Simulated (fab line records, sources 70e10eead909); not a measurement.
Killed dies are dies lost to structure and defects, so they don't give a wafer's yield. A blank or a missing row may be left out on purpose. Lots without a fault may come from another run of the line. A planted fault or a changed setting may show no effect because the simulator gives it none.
fab line records | flow nand_harc
record lots=24 wafers=72 last_day=33
route steps=1302 shown A_STAIRCASE@671
lots that met no fault: from a run of the same line without faults
start_h: hours from the record's first day to the start of the lot's first wafer shown | wait_h: hours since the lot's step before | " the same as in the row above | L1.1+2: a row that stands for several wafers | - no value, or no start given | * or withheld: withheld | < > ~ a bound
route shown NAME@n: a module of which the file shows steps, and the number in the route of the first | usual: mean/standard deviation of fault-free wafers | same: alike in all rows | chamber/n: place in a boat | sites: the reading at each site | _std_site: their standard deviation | _edge_site: outer sites' mean less inner sites' | radius_mm: how far each site lies from the wafer's centre | mask NAME#n: copy n | behind: the tool/chamber that last shaped the wafer | hold: why the lot was held/for how many hours/how that ended | device: the transistor (n, p or np) that didn't switch | end of line: the same wafers' tests at the end of the route | a step without rows: its recipe alone | killed: dies lost to structure and defects at the first sort, not the wafer's yield | map: a wafer's dies, x killed, . not, _ none there
set.NAME: the setting as run; set.NAME@STEP: as run at that earlier step | model.NAME: the simulator's own value behind a step, which no gauge read
steps of the route over a sample of lots; a table a step, a row a wafer
services: from which hour (start_h, from the record's first day; less than 0 if before it) a tool's chamber was out of use, for how many hours, and why
## steps
# step NHARC_A_STAIRCASE_ETCH_15
# recipe target_depth_a=1000 time_s=40.5 ion_energy_ev=400 c4f8_flow_sccm=20 o2_flow_sccm=10 ar_flow_sccm=withheld rf_w=600 bias_w=1000 chemistry=C4F8/O2
# usual oes_product_au=0.945/0.009 rf_fwd_power_W=591.3/2.9 rf_vpp_V=893/4.3
# columns lot.wafer tool chamber start_h wait_h oes_product_au rf_fwd_power_W rf_hours_counter_h rf_vpp_V
L075.3 rie_diel-02 0 - - 0.943 589.2 38 893
L075.4 " 3 " " 0.938 590.4 - 888
L075.5 " 0 " " 0.945 591.7 - 891
L074.4 rie_diel-04 0 - - 0.952 586.5 1 892
L074.3 " 2 " " 0.935 592.6 1 889
L074.6 " 0 " " 0.938 588.9 - 891
L077.1 rie_diel-04 1 - - 0.938 594.3 2 894
L077.4 " 2 " " 0.947 592.1 3 890
L077.6 " 3 " " 0.951 586.2 - 897
L076.1 rie_diel-02 0 - - 0.958 588.1 48 890
L076.2 " 1 " " 0.954 596.2 53 888
L076.4 " 3 " " 0.935 587.6 51 886
L079.2 rie_diel-05 0 - - 0.960 587.3 50 896
L079.1 " 1 " " 0.957 595.3 54 899
L079.6 " 0 " " 0.965 588.5 - 896
L078.1 rie_diel-04 3 - - 0.950 587.8 7 897
L078.5 " 2 " " 0.945 591.8 - 890
L078.6 " 3 " " 0.946 588.3 - 898
L080.4 rie_diel-04 3 - - 0.942 591.1 14 897
L080.1 " 0 " " 0.934 586.2 13 892
L080.5 " 1 " " 0.946 591.9 - 892
L082.2 rie_diel-05 1 - - 0.939 594.2 3 899
L082.1 " 2 " " 0.947 592.4 3 893
L082.4 " 3 " " 0.940 593.5 3 890
L081.3 rie_diel-04 3 - - 0.933 589.7 24 897
L081.2 " 0 " " 0.949 588.8 28 891
L081.6 " 1 " " 0.951 593.6 - 892
L083.3 rie_diel-05 0 - - 0.952 583.9 10 898
L083.5 " 1 " " 0.962 594.8 - 898
L083.6 " 2 " " 0.937 592.3 - 895
L084.4 rie_diel-05 3 - - 0.941 589.6 15 891
L084.6 " 3 " " 0.938 590.9 - 890
L084.5 " 0 " " 0.944 587.2 - 895
L085.1 rie_diel-04 0 - - 0.951 587.9 38 891
L085.3 " 1 " " 0.940 592.5 38 893
L085.5 " 1 " " 0.933 592.9 - 895
L086.3 rie_diel-05 2 - - 0.948 591.4 15 895
L086.5 " 2 " " 0.941 594.2 - 894
L086.6 " 3 " " 0.944 588.6 - 891
L087.2 rie_diel-04 0 - - 0.948 591.7 39 891
L087.1 " 1 " " 0.944 594.1 39 892
L087.5 " 0 " " 0.959 589.0 - 891
L089.3 rie_diel-04 0 - - 0.949 592.2 45 891
L089.1 " 2 " " 0.945 594.1 40 890
L089.6 " 1 " " 0.954 595.8 - 893
L088.4 rie_diel-04 2 - - 0.933 595.6 40 889
L088.3 " 3 " " 0.938 588.3 41 897
L088.6 " 2 " " 0.940 592.7 - 889
L090.3 rie_diel-02 2 - - 0.947 593.3 42 897
L090.4 " 3 " " 0.941 592.8 15 888
L090.5 " 1 " " 0.937 592.9 - 906
L091.3 rie_diel-02 2 - - 0.933 594.0 42 897
L091.5 " 3 " " 0.933 591.9 - 886
L091.6 " 0 " " 0.937 588.5 - 891
L092.3 rie_diel-05 2 - - 0.940 593.5 34 894
L092.1 " 1 " " 0.943 593.8 35 897
L092.6 " 3 " " 0.931 592.1 - 892
L093.1 rie_diel-02 0 - - 0.960 586.6 51 891
L093.2 " 2 " " 0.951 591.9 49 897
L093.6 " 0 " " 0.960 588.1 - 891
L095.2 rie_diel-02 3 - - 0.937 587.7 26 887
L095.4 " 0 " " 0.947 590.0 59 890
L095.3 " 2 " " 0.947 591.8 54 896
L094.2 rie_diel-05 3 - - 0.935 591.3 48 890
L094.3 " 0 " " 0.938 592.2 50 896
L094.6 " 3 " " 0.956 592.2 - 891
L096.1 rie_diel-05 0 - - 0.949 590.7 52 896
L096.3 " 1 " " 0.949 592.1 53 896
L096.2 " 2 " " 0.929 593.4 51 893
L097.1 rie_diel-02 3 - - 0.954 590.3 1 888
L097.5 " 0 " " 0.946 590.2 - 892
L097.6 " 1 " " 0.957 594.1 - 904
# step NHARC_A_STAIRCASE_ETCH_19
# recipe target_depth_a=1000 time_s=40.5 ion_energy_ev=400 c4f8_flow_sccm=20 o2_flow_sccm=10 ar_flow_sccm=withheld rf_w=600 bias_w=1000 chemistry=C4F8/O2
# usual oes_product_au=0.944/0.0084 rf_fwd_power_W=591.5/2.8 rf_vpp_V=893/4.3
# columns lot.wafer tool chamber start_h wait_h oes_product_au rf_fwd_power_W rf_hours_counter_h rf_vpp_V
L075.3 rie_diel-02 3 - - 0.944 589.4 40 888
L075.4 " 1 " " 0.938 591.7 - 887
L075.5 " 3 " " 0.936 589.9 - 889
L074.4 rie_diel-04 0 - - 0.942 589.4 1 890
L074.3 " 1 " " 0.931 592.1 1 895
L074.6 " 3 " " 0.945 587.9 - 897
L077.1 rie_diel-04 2 - - 0.946 591.3 3 890
L077.4 " 0 " " 0.957 589.1 2 891
L077.6 " 2 " " 0.947 589.7 - 890
L076.1 rie_diel-02 0 - - 0.942 591.1 49 891
L076.4 " 2 " " 0.934 591.7 44 897
L076.2 " 3 " " 0.932 586.2 51 887
L079.2 rie_diel-05 1 - - 0.942 596.0 54 899
L079.1 " 0 " " 0.948 590.0 50 897
L079.6 " 2 " " 0.933 595.9 - 895
L078.1 rie_diel-04 2 - - 0.942 594.7 8 890
L078.6 " 2 " " 0.935 595.0 - 889
L078.5 " 3 " " 0.934 591.6 - 897
L080.1 rie_diel-04 1 - - 0.942 595.6 14 893
L080.4 " 3 " " 0.919 587.8 14 898
L080.5 " 0 " " 0.937 591.3 - 892
L082.2 rie_diel-05 0 - - 0.947 592.8 4 897
L082.4 " 1 " " 0.956 596.5 3 897
L082.1 " 2 " " 0.953 592.7 3 895
L081.3 rie_diel-04 3 - - 0.942 587.4 25 897
L081.2 " 0 " " 0.936 590.1 28 891
L081.6 " 2 " " 0.952 590.2 - 890
L083.3 rie_diel-05 0 - - 0.955 591.8 10 896
L083.6 " 0 " " 0.960 589.2 - 895
L083.5 " 1 " " 0.947 594.6 - 898
L084.4 rie_diel-05 1 - - 0.943 594.1 16 900
L084.6 " 3 " " 0.951 594.2 - 890
L084.5 " 0 " " 0.959 589.1 - 895
L085.3 rie_diel-04 1 - - 0.944 593.2 38 893
L085.1 " 2 " " 0.945 593.4 33 888
L085.5 " 0 " " 0.948 587.2 - 891
L086.3 rie_diel-05 3 - - 0.934 591.7 18 890
L086.5 " 1 " " 0.936 596.7 - 899
L086.6 " 2 " " 0.930 592.7 - 893
L087.1 rie_diel-04 0 - - 0.956 589.7 39 891
L087.2 " 3 " " 0.940 586.4 34 897
L087.5 " 1 " " 0.930 594.6 - 894
L089.3 rie_diel-04 3 - - 0.938 585.2 41 897
L089.1 " 1 " " 0.954 594.2 45 892
L089.6 " 3 " " 0.937 587.8 - 899
L088.3 rie_diel-04 2 - - 0.946 589.9 41 889
L088.4 " 3 " " 0.935 585.3 41 897
L088.6 " 1 " " 0.949 595.1 - 893
L090.4 rie_diel-02 2 - - 0.945 593.5 42 898
L090.3 " 3 " " 0.939 589.6 16 888
L090.5 " 1 " " 0.940 593.5 - 905
L091.3 rie_diel-02 1 - - 0.941 594.7 44 905
L091.5 " 3 " " 0.942 587.4 - 887
L091.6 " 0 " " 0.926 593.4 - 892
L092.1 rie_diel-05 2 - - 0.932 592.6 34 892
L092.3 " 0 " " 0.955 587.1 36 894
L092.6 " 2 " " 0.942 591.0 - 894
L093.2 rie_diel-02 2 - - 0.951 591.6 49 896
L093.1 " 0 " " 0.955 589.8 51 891
L093.6 " 2 " " 0.949 590.6 - 896
L095.2 rie_diel-02 3 - - 0.942 591.9 27 887
L095.3 " 0 " " 0.945 590.7 59 889
L095.4 " 1 " " 0.946 593.1 58 903
L094.3 rie_diel-05 3 - - 0.955 587.8 48 889
L094.2 " 0 " " 0.957 590.6 50 896
L094.6 " 3 " " 0.959 588.5 - 890
L096.2 rie_diel-05 3 - - 0.930 592.7 50 889
L096.1 " 0 " " 0.951 589.0 52 894
L096.3 " 1 " " 0.951 594.8 53 898
L097.1 rie_diel-02 1 - - 0.947 593.9 2 905
L097.6 " 3 " " 0.949 591.4 - 888
L097.5 " 0 " " 0.938 590.1 - 890
# step NHARC_A_STAIRCASE_TRIM_22
# recipe time_s=211.2 o2_flow_sccm=500 ar_flow_sccm=0 bias_w=0 chemistry=O2
# usual drypump_motor_current_A=5.6/0.51 oes_product_au=1.000/0.007 rf_vpp_V=57.7/0.92 showerhead_plenum_p_Torr=3.48/0.13 throttle_valve_pct=17.038/0.0094
# columns lot.wafer tool chamber start_h wait_h drypump_motor_current_A oes_product_au rf_hours_counter_h rf_vpp_V showerhead_plenum_p_Torr throttle_valve_pct
L075.3 rie_diel-02 3 - - 5.6 0.999 40 58.4 3.32 17.036
L075.5 " 0 " " 5.1 0.993 - 57.3 3.42 17.049
L075.4 " 3 " " 5.6 0.999 - 58.2 3.32 17.044
L074.4 rie_diel-05 1 - - 4.8 1.016 48 58.5 3.62 17.036
L074.3 " 3 " " 4.9 0.997 41 55.8 3.39 17.032
L074.6 " 2 " " 6.2 0.996 - 57.0 3.47 17.026
L077.1 rie_diel-04 2 - - 5.1 0.996 3 58.4 3.36 17.045
L077.4 " 3 " " 6.1 0.994 3 58.0 3.58 17.051
L077.6 " 0 " " 5.6 0.998 - 57.1 3.41 17.040
L076.2 rie_diel-02 1 - - 5.7 0.995 54 57.2 3.29 17.034
L076.4 " 2 " " 5.7 1.000 44 58.3 3.57 17.028
L076.1 " 0 " " 5.1 0.997 49 58.2 3.42 17.036
L079.1 rie_diel-04 3 - - 6.1 0.998 8 57.5 3.57 17.037
L079.2 " 1 " " 5.9 1.003 8 57.1 3.46 17.029
L079.6 " 3 " " 6.2 0.988 - 59.3 3.57 17.030
L078.1 rie_diel-04 3 - - 6.2 0.987 8 58.1 3.57 17.033
L078.6 " 3 " " 6.1 1.004 - 57.4 3.57 17.044
L078.5 " 0 " " 5.6 1.009 - 57.4 3.40 17.029
L080.1 rie_diel-02 0 - - 5.1 0.996 1 58.6 3.41 17.037
L080.4 " 1 " " 5.7 0.990 1 58.2 3.81 17.039
L080.5 " 2 " " 5.7 0.996 - 57.9 3.57 17.026
L082.4 rie_diel-05 2 - - 6.2 0.993 3 58.5 3.47 17.035
L082.1 " 3 " " 4.9 1.001 4 57.6 3.38 17.043
L082.2 " 1 " " 4.7 1.008 3 57.9 3.61 17.041
L081.3 rie_diel-02 0 - - 5.1 0.991 11 56.5 3.41 17.050
L081.2 " 1 " " 5.7 0.991 12 57.9 3.80 17.038
L081.6 " 0 " " 5.1 0.994 - 58.7 3.41 17.041
L083.3 rie_diel-05 2 - - 6.2 1.002 8 58.4 3.47 17.026
L083.6 " 1 " " 4.8 1.007 - 59.2 3.61 17.032
L083.5 " 2 " " 6.3 0.995 - 57.4 3.47 17.047
L084.4 rie_diel-05 0 - - 6.2 1.005 18 57.6 3.51 17.053
L084.6 " 2 " " 6.2 0.997 - 56.9 3.46 17.043
L084.5 " 3 " " 4.9 1.006 - 58.1 3.38 17.032
L085.1 rie_diel-04 1 - - 5.8 1.006 38 58.7 3.45 17.019
L085.3 " 3 " " 6.2 0.999 33 57.6 3.56 17.035
L085.5 " 1 " " 5.9 1.005 - 57.4 3.45 17.048
L086.3 rie_diel-05 2 - - 6.3 0.994 17 58.1 3.46 17.042
L086.5 " 1 " " 4.8 1.004 - 57.6 3.60 17.051
L086.6 " 2 " " 6.3 0.988 - 57.6 3.46 17.037
L087.2 rie_diel-02 0 - - 5.1 1.004 26 56.3 3.40 17.044
L087.1 " 1 " " 5.7 0.997 23 57.6 3.79 17.032
L087.5 " 2 " " 5.8 1.005 - 59.2 3.55 17.032
L089.3 rie_diel-02 1 - - 5.7 0.993 33 58.5 3.79 17.041
L089.1 " 2 " " 5.7 0.995 33 58.7 3.55 17.032
L089.6 " 2 " " 5.8 1.002 - 58.8 3.55 17.032
L088.4 rie_diel-05 1 - - 4.8 0.995 27 58.7 3.60 17.056
L088.3 " 3 " " 4.9 1.004 26 56.2 3.37 17.043
L088.6 " 1 " " 4.8 1.007 - 57.7 3.60 17.030
L090.3 rie_diel-05 0 - - 6.2 0.998 34 58.9 3.50 17.032
L090.4 " 1 " " 4.8 1.002 33 60.1 3.59 17.016
L090.5 " 0 " " 6.2 0.999 - 58.1 3.50 17.046
L091.3 rie_diel-05 1 - - 4.8 0.996 34 57.9 3.59 17.029
L091.5 " 2 " " 6.3 0.997 - 57.7 3.45 17.040
L091.6 " 3 " " 4.9 0.995 - 56.8 3.37 17.041
L092.1 rie_diel-02 0 - - 5.1 0.993 46 57.4 3.39 17.043
L092.3 " 2 " " 5.7 0.995 44 56.3 3.54 17.060
L092.6 " 0 " " 5.1 0.995 - 58.1 3.39 17.016
L093.2 rie_diel-02 0 - - 5.1 0.998 51 58.2 3.39 17.034
L093.1 " 1 " " 5.7 0.991 51 59.3 3.78 17.036
L093.6 " 0 " " 5.1 0.999 - 56.8 3.39 17.032
L095.4 rie_diel-05 1 - - 4.7 1.002 50 58.0 3.58 17.031
L095.3 " 2 " " 6.2 0.993 48 58.0 3.44 17.046
L095.2 " 0 " " 6.2 1.012 49 58.6 3.50 17.027
L094.2 rie_diel-05 1 - - 4.8 0.999 52 58.0 3.58 17.048
L094.3 " 2 " " 6.2 0.994 49 58.6 3.44 17.035
L094.6 " 0 " " 6.1 0.999 - 58.4 3.49 17.024
L096.1 rie_diel-04 1 - - 5.8 0.997 12 58.1 3.43 17.064
L096.2 " 2 " " 5.1 1.008 11 55.6 3.32 17.029
L096.3 " 3 " " 6.2 0.987 10 57.5 3.54 17.029
L097.1 rie_diel-02 3 - - 5.6 1.000 1 56.5 3.29 17.032
L097.6 " 3 " " 5.6 1.007 - 56.3 3.29 17.037
L097.5 " 0 " " 5.1 1.017 - 57.1 3.38 17.028
# step NHARC_A_STAIRCASE_DESCUM_186
# recipe time_s=3 o2_flow_sccm=200 ar_flow_sccm=0 bias_power_w=0 chemistry=O2
# usual drypump_motor_current_A=5.5/0.51 oes_product_au=1.000/0.0073 rf_vpp_V=57.6/0.87 showerhead_plenum_p_Torr=1.88/0.067 throttle_valve_pct=11.311/0.0098
# columns lot.wafer tool chamber start_h wait_h drypump_motor_current_A oes_product_au rf_hours_counter_h rf_vpp_V showerhead_plenum_p_Torr throttle_valve_pct
L075.4 rie_diel-05 3 351.51 - 4.8 1.001 35 57.0 1.84 11.308
L075.3 " 0 " " 6.1 1.005 38 58.4 1.92 11.323
L075.5 " 1 " " 4.7 1.003 - 59.3 1.97 11.304
L074.3 rie_diel-05 1 375.03 - 4.7 1.005 48 58.0 1.96 11.323
L074.4 " 3 " " 4.9 1.005 42 56.6 1.83 11.292
L074.6 " 1 " " 4.8 1.016 - 58.4 1.96 11.325
L077.1 rie_diel-05 2 381.27 - 6.2 0.992 47 57.2 1.88 11.323
L077.4 " 3 " " 4.9 0.993 43 58.2 1.83 11.326
L077.6 " 1 " " 4.8 1.016 - 57.7 1.96 11.314
L076.4 rie_diel-05 2 381.55 - 6.2 0.996 47 58.3 1.88 11.321
L076.2 " 0 " " 6.1 1.005 47 57.7 1.91 11.331
L076.1 " 1 " " 4.8 0.995 50 58.4 1.96 11.287
L079.2 rie_diel-04 2 395.76 - 5.1 0.988 9 57.2 1.81 11.308
L079.1 " 3 " " 6.2 0.986 9 57.5 1.94 11.308
L079.6 " 0 " " 5.6 0.991 - 58.2 1.84 11.305
L078.1 rie_diel-04 0 396.13 - 5.6 1.007 9 59.6 1.84 11.314
L078.6 " 2 " " 5.1 0.996 - 58.1 1.81 11.310
L078.5 " 3 " " 6.1 0.992 - 57.0 1.94 11.298
L080.4 rie_diel-02 2 411.44 - 5.7 1.004 3 57.3 1.93 11.297
L080.1 " 3 " " 5.6 1.005 2 56.8 1.78 11.315
L080.5 " 3 " " 5.6 1.003 - 56.7 1.78 11.318
L082.2 rie_diel-05 1 436.55 - 4.8 0.993 4 57.4 1.96 11.304
L082.1 " 2 " " 6.2 0.994 4 56.9 1.88 11.302
L082.4 " 3 " " 4.9 0.987 4 56.2 1.83 11.315
L081.2 rie_diel-02 0 438.03 - 5.1 1.000 12 57.4 1.84 11.311
L081.3 " 2 " " 5.7 0.990 12 58.0 1.93 11.324
L081.6 " 1 " " 5.7 0.994 - 59.3 2.07 11.310
L083.3 rie_diel-04 1 452.27 - 5.8 1.004 31 58.4 1.87 11.313
L083.6 " 1 " " 5.8 0.997 - 57.9 1.87 11.303
L083.5 " 2 " " 5.1 0.993 - 55.8 1.80 11.310
L084.4 rie_diel-02 2 468.41 - 5.7 0.999 - 58.1 1.93 11.307
L084.6 " 2 " " 5.7 1.005 - 58.0 1.93 11.307
L084.5 " 0 " " 5.1 1.013 - 57.9 1.84 11.312
L085.1 rie_diel-02 0 472.74 - 5.1 1.007 25 57.4 1.84 11.319
L085.3 " 0 " " 5.1 1.012 - 57.3 1.84 11.312
L085.5 " 0 " " 5.1 0.999 - 57.8 1.84 11.320
L086.3 rie_diel-05 2 473.99 - 6.2 0.988 18 57.7 1.87 11.334
L086.5 " 1 " " 4.8 1.005 - 58.5 1.95 11.308
L086.6 " 2 " " 6.3 0.989 - 57.2 1.87 11.305
L087.1 rie_diel-04 3 476.98 - 6.2 0.986 35 59.1 1.93 11.302
L087.2 " 2 " " 5.1 1.002 35 57.8 1.80 11.292
L087.5 " 3 " " 6.2 0.992 - 58.3 1.93 11.313
L089.3 rie_diel-02 0 500.28 - 5.1 1.001 36 56.3 1.83 11.308
L089.1 " 1 " " 5.7 0.995 34 59.5 2.06 11.314
L089.6 " 2 " " 5.7 1.005 - 58.5 1.92 11.305
L088.4 rie_diel-04 1 502.27 - 5.8 0.998 46 56.6 1.86 11.309
L088.3 " 0 " " 5.6 1.006 47 57.9 1.83 11.321
L088.6 " 1 " " 5.8 1.010 - 58.0 1.86 11.317
L090.3 rie_diel-04 3 531.05 - 6.2 0.994 51 58.0 1.93 11.307
L090.4 " 1 " " 5.9 0.996 55 57.5 1.86 11.328
L090.5 " 3 " " 6.2 0.986 - 58.8 1.93 11.307
L091.3 rie_diel-05 0 531.33 - 6.1 1.005 35 56.3 1.90 11.310
L091.6 " 2 " " 6.2 0.987 - 57.4 1.87 11.325
L091.5 " 3 " " 4.9 1.000 - 57.0 1.82 11.306
L092.3 rie_diel-05 0 536.48 - 6.1 1.006 38 58.2 1.90 11.315
L092.1 " 1 " " 4.8 1.002 37 56.9 1.95 11.323
L092.6 " 0 " " 6.1 1.003 - 57.6 1.90 11.308
L093.1 rie_diel-02 0 550.15 - 5.1 1.009 52 56.8 1.83 11.329
L093.2 " 1 " " 5.7 1.014 52 58.1 2.06 11.295
L093.6 " 2 " " 5.7 1.008 - 58.0 1.92 11.295
L095.3 rie_diel-05 3 562.54 - 4.9 0.999 46 56.1 1.82 11.312
L095.2 " 0 " " 6.1 0.994 49 57.9 1.89 11.321
L095.4 " 2 " " 6.2 0.996 48 57.4 1.86 11.315
L094.2 rie_diel-02 2 568.43 - 5.7 1.006 57 57.3 1.92 11.311
L094.3 " 3 " " 5.6 1.006 30 57.4 1.78 11.312
L094.6 " 2 " " 5.7 1.005 - 58.0 1.92 11.313
L096.3 rie_diel-05 0 574.86 - 6.1 0.995 53 58.3 1.89 11.309
L096.1 " 2 " " 6.3 0.988 52 57.4 1.86 11.309
L096.2 " 3 " " 4.9 0.994 51 57.4 1.81 11.317
L097.1 rie_diel-02 0 589.14 - 5.1 1.013 2 56.3 1.83 11.311
L097.5 " 2 " " 5.7 1.001 - 58.1 1.92 11.286
L097.6 " 3 " " 5.6 1.002 - 57.1 1.77 11.307
# step NHARC_A_STAIRCASE_ETCH_197
# recipe target_depth_a=1000 time_s=40.5 ion_energy_ev=400 c4f8_flow_sccm=20 o2_flow_sccm=10 ar_flow_sccm=withheld rf_w=600 bias_w=1000 chemistry=C4F8/O2
# usual oes_product_au=0.954/0.019 rf_fwd_power_W=591/3.1 rf_vpp_V=894/4
# columns lot.wafer tool chamber start_h wait_h oes_product_au rf_fwd_power_W rf_hours_counter_h rf_vpp_V
L075.4 rie_diel-04 0 - - 0.973 586 52 891
L075.3 " 1 " " 0.958 597 53 894
L075.5 " 3 " " 0.977 588 - 897
L074.4 rie_diel-05 3 - - 0.938 592 42 890
L074.3 " 0 " " 0.955 590 45 896
L074.6 " 3 " " 0.942 592 - 892
L077.1 rie_diel-05 3 - - 0.928 593 44 891
L077.4 " 0 " " 0.948 591 48 896
L077.6 " 2 " " 0.947 593 - 893
L076.1 rie_diel-04 2 - - 0.970 592 4 889
L076.2 " 3 " " 0.974 586 4 898
L076.4 " 0 " " 0.981 589 4 892
L079.1 rie_diel-05 2 - - 0.963 596 51 894
L079.2 " 3 " " 0.986 589 48 893
L079.6 " 0 " " 0.993 589 - 897
L078.1 rie_diel-04 3 - - 0.926 588 10 897
L078.5 " 2 " " 0.945 593 - 889
L078.6 " 3 " " 0.934 586 - 897
L080.1 rie_diel-02 2 - - 0.925 590 4 897
L080.4 " 0 " " 0.921 590 4 891
L080.5 " 2 " " 0.924 592 - 898
L082.1 rie_diel-05 0 - - 0.952 588 5 896
L082.2 " 1 " " 0.943 592 4 899
L082.4 " 2 " " 0.931 592 4 894
L081.3 rie_diel-05 0 - - 0.991 592 5 896
L081.2 " 2 " " 0.952 595 4 894
L081.6 " 3 " " 0.986 592 - 890
L083.3 rie_diel-04 2 - - 0.935 592 28 889
L083.6 " 1 " " 0.937 595 - 893
L083.5 " 2 " " 0.938 592 - 889
L084.4 rie_diel-02 0 470.35 0.2 0.943 590 - 892
L084.6 " 2 " " 0.946 592 - 897
L084.5 " 0 " " 0.941 591 - 891
L085.1 rie_diel-04 3 - - 0.945 588 34 897
L085.3 " 2 " " 0.949 591 34 889
L085.5 " 0 " " 0.950 590 - 893
L086.3 rie_diel-05 2 - - 0.936 594 19 893
L086.5 " 1 " " 0.968 595 - 898
L086.6 " 2 " " 0.947 596 - 895
L087.2 rie_diel-04 1 - - 0.929 592 40 894
L087.1 " 2 " " 0.948 596 35 889
L087.5 " 0 " " 0.943 589 - 891
L089.3 rie_diel-04 1 - - 0.975 595 46 893
L089.1 " 0 " " 0.995 590 46 890
L089.6 " 2 " " 0.959 593 - 890
L088.4 rie_diel-05 2 - - 0.966 592 27 894
L088.3 " 3 " " 0.959 589 27 889
L088.6 " 3 " " 0.965 592 - 891
L090.4 rie_diel-04 0 - - 0.953 587 57 889
L090.3 " 1 " " 0.943 593 56 892
L090.5 " 2 " " 0.942 593 - 888
L091.3 rie_diel-02 2 - - 0.971 592 44 897
L091.6 " 0 " " 0.984 589 - 890
L091.5 " 1 " " 0.976 591 - 905
L092.1 rie_diel-02 3 - - 0.976 587 19 888
L092.3 " 1 " " 0.956 591 47 905
L092.6 " 3 " " 0.973 586 - 886
L093.1 rie_diel-05 3 - - 0.951 594 45 889
L093.2 " 0 " " 0.954 592 47 895
L093.6 " 2 " " 0.973 594 - 893
L095.2 rie_diel-05 2 - - 0.925 593 48 893
L095.4 " 3 " " 0.933 588 47 892
L095.3 " 0 " " 0.925 588 50 894
L094.3 rie_diel-04 1 - - 0.975 593 12 893
L094.2 " 0 " " 0.972 591 4 889
L094.6 " 2 " " 0.964 595 - 888
L096.3 rie_diel-04 1 - - 0.929 596 15 892
L096.2 " 2 " " 0.935 596 13 889
L096.1 " 0 " " 0.941 589 7 890
L097.1 rie_diel-04 0 - - 0.967 591 11 890
L097.6 " 3 " " 0.961 591 - 897
L097.5 " 0 " " 0.966 590 - 890
# step NHARC_A_STAIRCASE_ETCH_236
# recipe target_depth_a=1000 time_s=40.5 ion_energy_ev=400 c4f8_flow_sccm=20 o2_flow_sccm=10 ar_flow_sccm=withheld rf_w=600 bias_w=1000 chemistry=C4F8/O2
# usual oes_product_au=0.943/0.01 rf_fwd_power_W=592/3.2 rf_vpp_V=894/4.5
# columns lot.wafer tool chamber start_h wait_h oes_product_au rf_fwd_power_W rf_hours_counter_h rf_vpp_V
L075.4 rie_diel-05 2 - - 0.930 594 41 894
L075.3 " 0 " " 0.935 591 41 897
L075.5 " 2 " " 0.948 595 - 894
L074.3 rie_diel-04 3 - - 0.957 591 3 897
L074.4 " 0 " " 0.952 590 3 892
L074.6 " 1 " " 0.944 599 - 892
L077.4 rie_diel-04 1 - - 0.945 592 6 893
L077.1 " 2 " " 0.941 597 6 890
L077.6 " 0 " " 0.927 586 - 889
L076.2 rie_diel-05 3 - - 0.939 594 45 890
L076.4 " 0 " " 0.947 590 49 896
L076.1 " 2 " " 0.964 591 49 895
L079.1 rie_diel-05 0 - - 0.944 588 55 896
L079.2 " 1 " " 0.957 592 58 899
L079.6 " 0 " " 0.948 587 - 895
L078.1 rie_diel-04 1 - - 0.948 594 12 893
L078.5 " 0 " " 0.946 589 - 892
L078.6 " 1 " " 0.962 595 - 892
L080.1 rie_diel-02 0 - - 0.958 592 5 893
L080.4 " 1 " " 0.953 595 6 905
L080.5 " 1 " " 0.956 594 - 905
L082.4 rie_diel-05 3 - - 0.934 591 5 892
L082.1 " 0 " " 0.949 590 6 895
L082.2 " 1 " " 0.938 596 5 900
L081.2 rie_diel-02 2 - - 0.939 595 13 896
L081.3 " 0 " " 0.942 588 13 891
L081.6 " 2 " " 0.947 594 - 898
L083.3 rie_diel-05 0 - - 0.956 589 13 895
L083.6 " 3 " " 0.954 589 - 889
L083.5 " 0 " " 0.950 588 - 895
L084.4 rie_diel-04 2 - - 0.935 590 35 890
L084.6 " 3 " " 0.946 589 - 897
L084.5 " 0 " " 0.935 588 - 891
L085.1 rie_diel-05 2 - - 0.942 593 20 893
L085.3 " 3 " " 0.946 590 21 890
L085.5 " 3 " " 0.944 590 - 892
L087.2 rie_diel-04 2 - - 0.946 592 37 888
L087.1 " 0 " " 0.934 585 42 890
L087.5 " 1 " " 0.955 591 - 893
L086.3 rie_diel-02 1 - - 0.930 593 29 906
L086.6 " 1 " " 0.923 592 - 906
L086.5 " 2 " " 0.930 590 - 897
L089.1 rie_diel-04 1 - - 0.950 598 47 893
L089.3 " 0 " " 0.944 591 48 890
L089.6 " 2 " " 0.956 590 - 890
L088.3 rie_diel-02 2 - - 0.925 591 35 897
L088.4 " 1 " " 0.930 593 36 905
L088.6 " 3 " " 0.925 590 - 888
L090.4 rie_diel-05 0 - - 0.932 590 38 896
L090.3 " 2 " " 0.940 598 36 893
L090.5 " 1 " " 0.934 593 - 898
L091.3 rie_diel-02 1 - - 0.958 591 47 903
L091.5 " 1 " " 0.959 592 - 905
L091.6 " 2 " " 0.946 593 - 896
L092.3 rie_diel-02 2 - - 0.941 590 47 897
L092.1 " 3 " " 0.937 594 20 887
L092.6 " 1 " " 0.951 596 - 904
L093.2 rie_diel-04 2 - - 0.937 596 6 889
L093.1 " 3 " " 0.925 586 5 896
L093.6 " 1 " " 0.929 595 - 893
L095.2 rie_diel-05 2 - - 0.948 593 50 893
L095.3 " 3 " " 0.935 593 49 890
L095.4 " 0 " " 0.934 587 52 895
L094.2 rie_diel-05 3 - - 0.940 594 51 890
L094.3 " 0 " " 0.946 592 53 893
L094.6 " 0 " " 0.940 591 - 896
L096.2 rie_diel-04 0 - - 0.945 587 9 889
L096.3 " 1 " " 0.945 597 16 893
L096.1 " 3 " " 0.952 588 13 896
L097.1 rie_diel-04 1 - - 0.950 594 21 892
L097.6 " 1 " " 0.956 595 - 892
L097.5 " 2 " " 0.944 595 - 889
## services
# columns tool chamber start_h hours kind
rie_diel-02 2 329.92 27.3 repair
rie_diel-05 0 337.25 - clean
rie_diel-05 1 337.25 - clean
rie_diel-05 2 337.25 - clean
rie_diel-05 3 337.25 - clean
rie_diel-05 0 361.76 - clean
rie_diel-05 1 361.76 - clean
rie_diel-05 2 361.76 - clean
rie_diel-05 3 361.76 - clean
rie_diel-05 0 386.26 - clean
rie_diel-05 1 386.26 - clean
rie_diel-05 2 386.26 - clean
rie_diel-05 3 386.26 - clean
rie_diel-02 3 394.60 6.4 repair
rie_diel-05 - 406.75 9.0 pm
rie_diel-05 0 406.75 9.0 vent_cycle
rie_diel-05 1 406.75 9.0 vent_cycle
rie_diel-02 2 485.22 11.9 repair
rie_diel-04 - 518.10 0.4 repair
rie_diel-04 - 532.73 9.0 pm
rie_diel-04 0 556.36 9.9 repair
rie_diel-02 - 571.95 9.0 pm
rie_diel-04 2 578.68 6.6 repair
rie_diel-05 - 583.79 9.0 pm
## key
fault none
